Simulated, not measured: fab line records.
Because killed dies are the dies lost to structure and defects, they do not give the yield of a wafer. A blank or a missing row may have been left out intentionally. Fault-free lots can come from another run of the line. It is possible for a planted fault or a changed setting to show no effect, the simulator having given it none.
Matching of chambers / flow nand harc / cmp-03 running NHARC_A_STAIRCASE_CMP_472: 4 sister chambers
The step polishes SiO2. 8 wafers are shown with their chamber, then 8 later ones without.

== WAFERS PAIRED WITH THEIR CHAMBERS ==
wafer=L078.2; chamber=1; motor current A (A)=10.9
wafer=L083.4; chamber=1; motor current A (A)=10.8
wafer=L084.2; chamber=0; motor current A (A)=12.5
wafer=L084.4; chamber=2; motor current A (A)=13.8
wafer=L092.4; chamber=0; motor current A (A)=12.8
wafer=L092.5; chamber=2; motor current A (A)=13.5
wafer=L092.6; chamber=3; motor current A (A)=13.5
wafer=L095.2; chamber=3; motor current A (A)=14.2

== WAFERS WHOSE CHAMBER IS MISSING ==
wafer=L095.5; motor current A (A)=11.6
wafer=L095.6; motor current A (A)=13.9
wafer=L094.1; motor current A (A)=10.7
wafer=L094.2; motor current A (A)=14.4
wafer=L094.4; motor current A (A)=13.2
wafer=L096.2; motor current A (A)=13.8
wafer=L096.3; motor current A (A)=10.7
wafer=L096.5; motor current A (A)=13.9

== CHAMBER TAKEN BY EACH ==
wafer=L095.5; from the rows above=can't be placed: 1 or 0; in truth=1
wafer=L095.6; from the rows above=can't be placed: 3 or 2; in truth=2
wafer=L094.1; from the rows above=1; in truth=1
wafer=L094.2; from the rows above=can't be placed: 3 or 2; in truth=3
wafer=L094.4; from the rows above=can't be placed: 2 or 0 or 3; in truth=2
wafer=L096.2; from the rows above=can't be placed: 3 or 2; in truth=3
wafer=L096.3; from the rows above=1; in truth=1
wafer=L096.5; from the rows above=can't be placed: 3 or 2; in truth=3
2 of 8 placed correctly. Can't be placed from these rows: 6 (the true chamber is among the candidates in 6). Placed wrongly: 0.
How it was worked out, from the rows above alone: a wafer's distance from a chamber is the root of the sum, over the readings, of the square of ((its reading less the chamber's mean) divided by the reading's scatter). If the next closest chamber is less than 2 further off than the closest, the wafer can't be placed; otherwise it belongs to the closest. A chamber's mean is the mean of its shown wafers. The scatter is the square root of a quotient: the sum, over the shown wafers, of each reading's squared deviation from its chamber's mean, divided by wafers minus chambers.
